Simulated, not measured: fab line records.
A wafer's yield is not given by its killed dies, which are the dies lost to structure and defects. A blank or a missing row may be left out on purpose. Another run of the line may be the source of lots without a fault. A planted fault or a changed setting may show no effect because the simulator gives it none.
fab line records ; flow n5-finfet ; part 2 of 2: steps 26 to 31 of 31
record: lots: 5; wafers: 15; last-day: 19
route steps=1938 shown BEOL_M9@1458 BEOL_M10@1470
lots that met no fault: taken from a fault-free run of the same line
start-h: start of the lot's first displayed wafer, in hours after the record's first day ; wait-h: time in hours since the lot's previous step ; " the same as in the row above ; L1.1+2: a row that stands for several wafers ; - no value, or no start given ; * or withheld: withheld ; < > ~ a bound
route shown NAME@n: names a module that has steps shown in the file, with the first one's number in the route ; usual: mean/standard deviation taken from wafers without a fault ; same: alike in all rows ; chamber/n: place in a boat ; sites: readings site by site ; _std_site: their standard deviation ; _edge_site: the outer-site mean with the inner-site mean subtracted ; radius-mm: how far each site lies from the wafer's centre ; mask NAME#n: copy n ; behind: the last tool/chamber to shape the wafer ; hold: what put the lot on hold/how long, in hours/how the hold closed ; device: the n, p or np transistor that did not switch ; end of line: the route-end tests of the same wafers ; for a step that has no rows: nothing shown but its recipe ; killed: at the first sort, the dies lost to defects and structure; wafer yield is something else ; map: dies across one wafer; x = killed, . = not, _ = none there
set.NAME: the setting the step ran with; set.NAME@STEP: the setting that earlier step ran with ; model.NAME: the simulator's own value behind a step, which no gauge read
lots seen at some steps along the route; tables by step, rows by wafer
services: from which hour (start-h, from the record's first day; less than 0 if before it) a tool's chamber was out of use, for how many hours, and why
== steps ==
step: N5_BEOL_M10_CD_MEAS_11
recipe: target-cd-nm: 64.1; landing-energy-ev: 500; detector: se-inlens; polarity: opening
usual: cd-nm: 64.4/0.45
lot.wafer;tool;chamber;start-h;wait-h;cd-nm
L076.2;cd-sem-03;0;242.65;-;64.2
L076.3;cd-sem-03;0;242.65;-;63.9
L076.4;cd-sem-03;0;242.65;-;64.3
L078.1;cd-sem-01;0;271.12;-;64.9
L078.3;cd-sem-01;0;271.12;-;64.9
L078.4;cd-sem-01;0;271.12;-;65.2
L086.2;cd-sem-02;0;304.71;-;64.1
L086.3;cd-sem-02;0;304.71;-;64.8
L086.6;cd-sem-02;0;304.71;-;63.8
L085.3;cd-sem-02;0;322.34;-;65.0
L085.4;cd-sem-02;0;322.34;-;64.0
L085.5;cd-sem-02;0;322.34;-;64.3
L097.1;cd-sem-01;0;392.67;-;64.4
L097.3;cd-sem-01;0;392.67;-;64.1
L097.5;cd-sem-01;0;392.67;-;63.9
step: N5_BEOL_M10_OVL_MEAS_12
recipe: points-per-wafer: 44
usual: M10_OVL: -0.6/0.81
lot.wafer;tool;chamber;start-h;wait-h;M10_OVL[nm]
L076.2;overlay-01;0;242.68;0.0;-1.1
L076.3;overlay-01;0;242.68;0.0;-1.0
L076.4;overlay-01;0;242.68;0.0;-1.5
L078.1;overlay-01;0;271.15;0.0;-0.3
L078.3;overlay-01;0;271.15;0.0;0.1
L078.4;overlay-01;0;271.15;0.0;0.1
L086.2;overlay-02;0;304.74;0.0;0.0
L086.3;overlay-02;0;304.74;0.0;-0.2
L086.6;overlay-02;0;304.74;0.0;-0.3
L085.3;overlay-02;0;322.37;0.0;-0.4
L085.4;overlay-02;0;322.37;0.0;-0.1
L085.5;overlay-02;0;322.37;0.0;-0.8
L097.1;overlay-01;0;392.70;0.0;-0.2
L097.3;overlay-01;0;392.70;0.0;-0.2
L097.5;overlay-01;0;392.70;0.0;-1.3
step: N5_BEOL_M10_INSPECT_13
recipe: mode: adi; inspect-instrument: brightfield
usual: raw-defect-count: 420/110
lot.wafer;tool;chamber;start-h;wait-h;raw-defect-count
L076.2;defect-inspect-01;-;242.70;0.0;372
L076.3;defect-inspect-01;-;242.70;0.0;510
L076.4;defect-inspect-01;-;242.70;0.0;684
L078.1;defect-inspect-02;-;271.18;0.0;294
L078.3;defect-inspect-02;-;271.18;0.0;531
L078.4;defect-inspect-02;-;271.18;0.0;304
L086.2;defect-inspect-02;-;304.76;0.0;516
L086.3;defect-inspect-02;-;304.76;0.0;492
L086.6;defect-inspect-02;-;304.76;0.0;538
L085.3;defect-inspect-01;-;322.40;0.0;371
L085.4;defect-inspect-01;-;322.40;0.0;346
L085.5;defect-inspect-01;-;322.40;0.0;388
L097.1;defect-inspect-01;-;392.73;0.0;360
L097.3;defect-inspect-01;-;392.73;0.0;358
L097.5;defect-inspect-01;-;392.73;0.0;302
step: N5_BEOL_M10_DESCUM_16
recipe: chemistry: O2; time-s: 7.9; source-power-w: 50; bias-power-w: 20; pressure-mtorr: 20; rf-frequency-hz: 2.712e+07; temp-c: 40; resist: CAR-ArF; o2-flow-sccm: 225
usual: bias-power-w: 20.01/0.058; drypump-motor-current-A: 5.9/0.36; o2-flow-sccm: 225.1/0.68; oes-product-au: 0.80/0.084; rf-vpp-V: 243.6/1.8; showerhead-plenum-p-Torr: 2.11/0.099; throttle-valve-pct: 20.33/0.16
lot.wafer;tool;chamber;start-h;wait-h;bias-power-w;drypump-motor-current-A;o2-flow-sccm;oes-product-au;rf-hours-counter-h;rf-vpp-V;showerhead-plenum-p-Torr;throttle-valve-pct
L076.2;rie-diel-04;3;242.74;0.0;20.02;6.0;225.3;0.71;223;243.9;2.07;20.40
L076.3;rie-diel-04;0;242.74;0.0;20.09;6.4;224.1;0.86;67;244.2;2.22;20.26
L076.4;rie-diel-04;1;242.74;0.0;19.99;6.1;225.8;0.70;236;240.7;1.97;20.28
L078.1;rie-diel-04;2;271.21;0.0;20.05;6.1;224.9;0.82;91;242.2;2.02;20.55
L078.3;rie-diel-04;1;271.21;0.0;20.03;6.1;225.2;0.70;247;241.0;1.97;20.30
L078.4;rie-diel-04;0;271.21;0.0;19.96;6.4;224.6;0.85;78;246.2;2.22;20.28
L086.2;rie-diel-04;3;305.00;0.2;20.13;6.0;225.0;0.69;245;242.6;2.06;20.41
L086.3;rie-diel-04;0;305.00;0.2;20.02;6.3;225.5;0.83;91;243.6;2.21;20.30
L086.6;rie-diel-04;3;305.00;0.2;19.99;6.0;225.6;0.69;-;242.3;2.06;20.42
L085.3;rie-diel-04;1;322.53;0.1;20.05;6.1;225.5;0.97;10;245.5;2.22;19.97
L085.4;rie-diel-04;0;322.53;0.1;20.00;6.4;226.2;0.82;97;245.2;2.21;20.29
L085.5;rie-diel-04;1;322.53;0.1;20.00;6.1;225.6;0.98;-;248.5;2.22;19.97
L097.1;rie-diel-05;1;393.26;0.5;19.90;5.4;226.1;0.70;212;240.1;1.89;20.62
L097.3;rie-diel-05;0;393.26;0.5;20.01;5.5;225.4;0.70;235;243.0;2.15;20.33
L097.5;rie-diel-05;2;393.26;0.5;20.07;5.8;225.1;0.80;-;244.4;2.21;20.42
step: N5_BEOL_M10_ETCH_61
recipe: chemistry: CF4; target: SiARC; target-depth-a: 390; mask-material: CAR-ArF; time-s: 65; ion-energy-ev: 80; pressure-mtorr: 40; source-w: 545; bias-w: 36; Ar_flow_sccm: 100; cf4-flow-sccm: 100; ends: cleared
usual: drypump-motor-current-A: 5.9/0.36; etch-rf-on-time-s: 64.8/0.84; oes-product-au: 0.68/0.071; rf-vpp-V: 184.3/1.3; showerhead-plenum-p-Torr: 2.16/0.092; throttle-valve-pct: 15.53/0.19
lot.wafer;tool;chamber;start-h;wait-h;drypump-motor-current-A;etch-rf-on-time-s;oes-product-au;rf-hours-counter-h;rf-vpp-V;showerhead-plenum-p-Torr;throttle-valve-pct
L076.2;rie-diel-04;3;242.77;0.0;6.0;63.9;0.62;223;184.1;2.11;15.59
L076.3;rie-diel-04;0;242.77;0.0;6.4;63.0;0.74;67;184.8;2.26;15.39
L076.4;rie-diel-04;1;242.77;0.0;6.1;65.0;0.60;236;183.2;2.03;15.58
L078.1;rie-diel-04;2;271.25;0.0;6.1;64.4;0.70;91;181.3;2.08;15.81
L078.3;rie-diel-04;1;271.25;0.0;6.1;65.5;0.60;247;182.7;2.02;15.60
L078.4;rie-diel-04;0;271.25;0.0;6.4;64.0;0.72;78;184.5;2.26;15.37
L086.2;rie-diel-04;3;305.04;0.0;6.0;64.8;0.60;245;183.3;2.10;15.64
L086.3;rie-diel-04;0;305.04;0.0;6.4;64.0;0.71;91;185.1;2.25;15.43
L086.6;rie-diel-04;3;305.04;0.0;6.0;64.8;0.60;-;182.9;2.10;15.65
L085.3;rie-diel-04;1;322.56;0.0;6.1;64.6;0.82;10;184.9;2.27;15.12
L085.4;rie-diel-04;0;322.56;0.0;6.4;64.2;0.70;97;185.0;2.25;15.45
L085.5;rie-diel-04;1;322.56;0.0;6.1;64.3;0.82;-;184.8;2.27;15.14
L097.1;rie-diel-05;1;393.30;0.0;5.4;66.0;0.59;212;182.2;1.96;15.90
L097.3;rie-diel-05;0;393.30;0.0;5.6;65.6;0.60;235;184.6;2.19;15.58
L097.5;rie-diel-05;2;393.30;0.0;5.8;64.4;0.69;-;184.9;2.25;15.60
step: N5_BEOL_M10_ETCH_62
recipe: chemistry: N2/H2; target: SOC; target-depth-a: 1100; overetch-a: 220; mask-material: SiARC; temp-c: 40; time-s: 165; ion-energy-ev: 200; pressure-mtorr: 30; source-w: 840; bias-w: 150; n2-flow-sccm: 200; h2-flow-sccm: 200
usual: drypump-motor-current-A: 5.9/0.36; h2-flow-sccm: 200.0/0.54; oes-product-au: 0.68/0.068; rf-vpp-V: 525/3.3; showerhead-plenum-p-Torr: 2.57/0.11; throttle-valve-pct: 17.77/0.18
lot.wafer;tool;chamber;start-h;wait-h;drypump-motor-current-A;h2-flow-sccm;oes-product-au;rf-hours-counter-h;rf-vpp-V;showerhead-plenum-p-Torr;throttle-valve-pct
L076.2;rie-diel-04;3;242.82;0.0;6.0;200.2;0.61;223;521;2.51;17.81
L076.3;rie-diel-04;0;242.82;0.0;6.4;199.4;0.71;67;528;2.68;17.59
L076.4;rie-diel-04;1;242.82;0.0;6.1;199.4;0.60;236;519;2.40;17.73
L078.1;rie-diel-04;2;271.30;0.0;6.1;199.0;0.69;92;521;2.46;18.03
L078.3;rie-diel-04;1;271.30;0.0;6.1;200.2;0.60;247;519;2.39;17.75
L078.4;rie-diel-04;0;271.30;0.0;6.4;201.7;0.71;78;528;2.68;17.61
L086.2;rie-diel-04;3;305.09;0.0;6.1;199.5;0.59;245;524;2.50;17.86
L086.3;rie-diel-04;0;305.09;0.0;6.4;199.8;0.70;91;526;2.67;17.65
L086.6;rie-diel-04;3;305.09;0.0;6.0;199.8;0.59;-;522;2.50;17.86
L085.3;rie-diel-04;1;322.61;0.0;6.1;199.7;0.81;11;530;2.71;17.35
L085.4;rie-diel-04;0;322.61;0.0;6.4;200.5;0.69;97;528;2.67;17.63
L085.5;rie-diel-04;1;322.61;0.0;6.1;201.1;0.82;-;528;2.71;17.36
L097.1;rie-diel-05;1;393.35;0.0;5.4;200.4;0.59;212;516;2.32;18.13
L097.3;rie-diel-05;0;393.35;0.0;5.6;199.5;0.60;235;526;2.61;17.76
L097.5;rie-diel-05;2;393.35;0.0;5.8;199.6;0.68;-;528;2.68;17.77
== services ==
tool;chamber;start-h;hours;kind
pecvd-04;2;216.90;6.0;repair
arfi-scanner-02;-;218.68;0.9;repair
arfi-scanner-01;-;224.10;1.0;pm
rie-diel-05;3;226.36;1.8;repair
cmp-02;-;227.28;4.0;pm
uv-cure-03;-;228.57;2.1;pm
arfi-scanner-02;-;244.51;0.8;pm
cmp-02;-;248.20;7.1;repair
cmp-04;-;255.24;0.7;repair
ecd-cu-01;-;255.77;4.6;repair
uv-cure-01;-;256.47;24.0;repair
ald-metal-04;-;258.43;1.5;repair
rie-diel-05;0;267.67;7.6;repair
arfi-scanner-02;-;268.50;1.3;pm
ald-metal-04;1;275.78;8.1;repair
pecvd-03;0;279.12;5.2;repair
cvd-co-02;-;288.86;4.3;pm
pecvd-03;-;297.02;5.5;pm
ald-metal-04;-;321.29;1.6;repair
rtp-anneal-01;-;326.99;4.0;pm
pecvd-02;1;333.33;8.4;repair
ald-metal-04;-;337.25;14.0;pm
rie-diel-05;3;337.33;15.2;repair
pecvd-04;0;344.39;3.6;repair
